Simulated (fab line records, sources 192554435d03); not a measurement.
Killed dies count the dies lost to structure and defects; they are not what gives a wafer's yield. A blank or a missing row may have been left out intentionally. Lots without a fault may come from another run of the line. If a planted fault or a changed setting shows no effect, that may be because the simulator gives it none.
Which tool was responsible?    flow n5_finfet    9 lots with 24 wafers sampled at 6 steps, on a route of 1938 steps

== WHAT THE GAUGES SHOWED, per wafer ==
N5_HKMG_FIN_CD_MEAS_12: the cd target is 92.8 nm. Usual: cd_nm at 93.3 nm, with a standard deviation of 0.56.
lot   measured     on         cd_nm (nm)      flag
L924  day 4 20:04  cd_sem-01  93.5 93.1 93.6  
L927  day 5 13:16  cd_sem-02  53.9 54.1       OFF
L932  day 7 00:38  cd_sem-01  53.1 93.5       OFF
L933  day 7 05:36  cd_sem-02  53.2 93.0       OFF
L934  day 7 11:11  cd_sem-01  92.8 92.3 93.2  
L939  day 8 14:53  cd_sem-03  92.3 92.7 93.4  
L942  day 9 09:51  cd_sem-03  92.8 94.0 93.3  
L943  day 9 15:22  cd_sem-02  92.4 93.0 93.1  
L944  day 9 20:57  cd_sem-02  94.2 93.8 93.3  

N5_BEOL_M4_RC_MEAS_101. Usual: DIBL_N 37.5 mV/V, standard deviation 1.9; DIBL_P 37.3 mV/V, standard deviation 2.4; IOFF_N 0.18 nA/um, standard deviation 0.038; IOFF_P 0.23 nA/um, standard deviation 0.045; ION_N 677 uA/um, standard deviation 11; ION_P 464 uA/um, standard deviation 8.1; SS_N 72.0 mV/dec, standard deviation 0.68; SS_P 73.5 mV/dec, standard deviation 0.77; VT_N 249 mV, standard deviation 3.3; VT_P -249 mV, standard deviation 3.6.
lot   measured      on         DIBL_N (mV/V)   DIBL_P (mV/V)   IOFF_N (nA/um)  IOFF_P (nA/um)  ION_N (uA/um)  ION_P (uA/um)  SS_N (mV/dec)   SS_P (mV/dec)   VT_N (mV)    VT_P (mV)       flag
L924  day 8 17:16   prober-01  36.2 34.6 33.8  38.4 33.9 35.0  0.18 0.15 0.13  0.24 0.17 0.18  671 667 657    468 461 457    72.0 72.0 71.6  73.2 72.3 72.8  251 252 252  -247 -251 -252  
L932  day 10 12:22  prober-01  38.8            37.5            0.20            0.28            687            474            72.0            73.6            248          -244            
L933  day 11 03:58  prober-02  39.6            40.5            0.24            0.28            684            470            73.1            74.4            241          -247            
L934  day 11 05:46  prober-02  34.8 37.4 38.5  34.9 37.4 39.7  0.13 0.16 0.19  0.18 0.21 0.25  673 659 685    458 455 471    70.5 71.8 71.4  72.1 73.2 73.7  254 250 248  -250 -253 -248  
L939  day 13 02:58  prober-02  40.4 34.6 39.7  40.5 33.0 38.5  0.23 0.11 0.23  0.27 0.16 0.24  687 658 690    463 459 463    72.3 71.4 72.9  74.8 72.1 74.0  244 257 244  -250 -255 -246  
L942  day 13 10:32  prober-01  35.9 34.5 38.4  35.1 32.9 39.1  0.15 0.13 0.22  0.20 0.17 0.30  672 650 701    460 450 482    72.0 71.4 72.4  74.0 72.2 73.5  250 253 244  -250 -253 -243  
L943  day 13 12:23  prober-02  38.9 36.0 34.5  38.9 36.7 36.0  0.22 0.15 0.13  0.25 0.21 0.20  682 675 664    458 466 462    72.6 71.9 71.6  73.9 72.7 73.4  248 249 253  -249 -248 -250  
L944  day 13 19:59  prober-02  41.6 37.2 38.0  42.9 36.3 37.6  0.28 0.17 0.17  0.37 0.24 0.23  705 670 670    480 462 462    72.5 71.4 72.1  75.0 73.9 73.2  243 249 251  -242 -245 -251  

== EACH LOT AND THE TOOL THAT RAN IT (in order: tool; ch and the chambers of the sampled wafers; start) ==
lot   N5_HKMG_FIN_ETCH_54                N5_HKMG_FIN_PEB_10                N5_HKMG_FIN_DESCUM_17              N5_HKMG_FIN_ETCH_35
L924  rie_diel-04 ch 0,1, day 4 16:56    litho_track-03 ch 0, day 4 19:59  rie_diel-03 ch 1,2, day 4 20:10    rie_diel-03 ch 1,2, day 4 20:29
L927  rie_diel-03 ch 0,1, day 5 10:01    litho_track-03 ch 0, day 5 13:12  rie_diel-03 ch 3, day 5 13:22      rie_diel-03 ch 3, day 5 13:40
L932  rie_diel-04 ch 0,1, day 6 21:12    litho_track-03 ch 0, day 7 00:34  rie_diel-03 ch 3, day 7 00:44      rie_diel-03 ch 3, day 7 01:02
L933  rie_diel-04 ch 1, day 7 02:28      litho_track-03 ch 0, day 7 05:32  rie_diel-06 ch 3, day 7 05:41      rie_diel-06 ch 3, day 7 05:59
L934  rie_diel-06 ch 2,3, day 7 07:53    litho_track-04 ch 0, day 7 11:07  rie_diel-04 ch 0,1,3, day 7 11:16  rie_diel-04 ch 0,1,3, day 7 11:34
L939  rie_diel-06 ch 1,2,3, day 8 11:31  litho_track-04 ch 0, day 8 14:49  rie_diel-04 ch 0,1,2, day 8 14:59  rie_diel-04 ch 0,1,2, day 8 15:17
L942  rie_diel-03 ch 1,2,3, day 9 06:25  litho_track-05 ch 0, day 9 09:47  rie_diel-03 ch 0,1,2, day 9 09:59  rie_diel-03 ch 0,1,2, day 9 10:17
L943  rie_diel-04 ch 1,2,3, day 9 12:13  litho_track-05 ch 0, day 9 15:18  rie_diel-04 ch 0,1,3, day 9 15:27  rie_diel-04 ch 0,1,3, day 9 15:46
L944  rie_diel-04 ch 1,2,3, day 9 17:50  litho_track-03 ch 0, day 9 20:53  rie_diel-06 ch 1,2, day 9 21:08    rie_diel-06 ch 1,2, day 9 21:26
- N5_HKMG_FIN_ETCH_54: etches SiARC in CF4, target depth 45.5 nm, time 75.8 s.
- N5_HKMG_FIN_PEB_10: peb time 60 s.
- N5_HKMG_FIN_DESCUM_17: chemistry O2, time 7.9 s.
- N5_HKMG_FIN_ETCH_35: etches SOC in N2/H2, target depth 215.8 nm, time 243.4 s.

== AS READ BY THE TOOLS THEMSELVES (means over the sampled wafers that have a number; for cases with no such wafer, the mark the record gives instead) ==
N5_HKMG_FIN_ETCH_54. Usual: drypump_motor_current_A 6.0 A, standard deviation 0.39; etch_rf_on_time_s 76.4 s, standard deviation 1.8; oes_product_au 0.66 a.u., standard deviation 0.076; rf_vpp_V 184.2 V, standard deviation 1.1; showerhead_plenum_p_Torr 2.16 Torr, standard deviation 0.063; throttle_valve_pct 15.59 %, standard deviation 0.17.
lot   tool         drypump_motor_current_A (A)  etch_rf_on_time_s (s)  oes_product_au (a.u.)  rf_vpp_V (V)  showerhead_plenum_p_Torr (Torr)  throttle_valve_pct (%)  flag
L924  rie_diel-04  6.2                          78.6                   0.63                   184.0         2.10                             15.48                   
L927  rie_diel-03  6.0                          78.3                   0.72                   184.4         2.21                             15.57                   
L932  rie_diel-04  6.3                          80.0                   0.61                   184.6         2.12                             15.54                   
L933  rie_diel-04  6.6                          79.3                   0.61                   184.6         2.20                             15.63                   
L934  rie_diel-06  5.8                          75.8                   0.62                   183.6         2.12                             15.75                   
L939  rie_diel-06  6.0                          75.8                   0.69                   184.3         2.14                             15.59                   
L942  rie_diel-03  5.8                          77.1                   0.66                   184.3         2.17                             15.64                   
L943  rie_diel-04  6.1                          76.4                   0.64                   184.2         2.15                             15.50                   
L944  rie_diel-04  6.1                          76.6                   0.64                   183.6         2.15                             15.50                   

N5_HKMG_FIN_DESCUM_17. Usual: drypump_motor_current_A 6.0 A, standard deviation 0.39; oes_product_au 0.78 a.u., standard deviation 0.093; rf_vpp_V 243.6 V, standard deviation 1.1; showerhead_plenum_p_Torr 2.12 Torr, standard deviation 0.065; throttle_valve_pct 20.47 %, standard deviation 0.21.
lot   tool         drypump_motor_current_A (A)  oes_product_au (a.u.)  rf_vpp_V (V)  showerhead_plenum_p_Torr (Torr)  throttle_valve_pct (%)  flag
L924  rie_diel-03  5.6                          0.71                   244.1         2.18                             20.55                   
L927  rie_diel-03  5.9                          0.74                   243.2         2.08                             20.56                   
L932  rie_diel-03  5.8                          0.73                   243.0         2.07                             20.57                   
L933  rie_diel-06  5.5                          0.72                   242.8         2.08                             20.48                   
L934  rie_diel-04  6.3                          0.72                   243.5         2.11                             20.35                   
L939  rie_diel-04  6.0                          0.76                   242.2         2.06                             20.36                   
L942  rie_diel-03  5.9                          0.83                   243.7         2.15                             20.58                   
L943  rie_diel-04  6.3                          0.71                   243.1         2.10                             20.40                   
L944  rie_diel-06  6.4                          0.95                   242.9         2.11                             20.16                   

N5_HKMG_FIN_ETCH_35. Usual: drypump_motor_current_A 6.0 A, standard deviation 0.39; oes_product_au 0.78 a.u., standard deviation 0.093; rf_vpp_V 141.9 V, standard deviation 0.96; showerhead_plenum_p_Torr 2.58 Torr, standard deviation 0.076; throttle_valve_pct 17.90 %, standard deviation 0.24.
lot   tool         drypump_motor_current_A (A)  oes_product_au (a.u.)  rf_vpp_V (V)  showerhead_plenum_p_Torr (Torr)  throttle_valve_pct (%)  flag
L924  rie_diel-03  5.6                          0.71                   142.1         2.63                             17.87                   
L927  rie_diel-03  5.9                          0.74                   142.8         2.56                             18.24                   
L932  rie_diel-03  5.9                          0.73                   141.8         2.55                             18.27                   
L933  rie_diel-06  5.5                          0.76                   141.8         2.55                             18.14                   
L934  rie_diel-04  6.3                          0.72                   141.6         2.57                             17.82                   
L939  rie_diel-04  6.1                          0.75                   141.0         2.52                             17.84                   
L942  rie_diel-03  5.9                          0.81                   142.3         2.61                             17.98                   
L943  rie_diel-04  6.3                          0.70                   141.8         2.56                             17.85                   
L944  rie_diel-06  6.3                          0.94                   140.9         2.56                             17.52                   

== THE ANSWER, worked out from the rows above alone ==
Rule: a lot is off if the mean of its wafers that have a number lies more than 3 standard deviations from the usual mean. A lot without any number at a reading at which 4 lots or more have one is off too. The other lots that the step has rows for count as sound. After the gauges, taken in route order, come the tools' own readings; for these a lot's mean is taken, as printed above. At the first step where some lot is off, the reading lying furthest off is the one used; lots without a number count as furthest.
Off, at N5_HKMG_FIN_CD_MEAS_12 on cd_nm: L927, L932, L933.
A tool fits if, at a process step before that reading, it ran every lot that is off, and no sound lot after the first of them. The gauges at N5_HKMG_FIN_CD_MEAS_12 are tried like those tools. None of those tried fits.

== WHAT HAD BEEN PUT IN BY THE SIMULATOR ==
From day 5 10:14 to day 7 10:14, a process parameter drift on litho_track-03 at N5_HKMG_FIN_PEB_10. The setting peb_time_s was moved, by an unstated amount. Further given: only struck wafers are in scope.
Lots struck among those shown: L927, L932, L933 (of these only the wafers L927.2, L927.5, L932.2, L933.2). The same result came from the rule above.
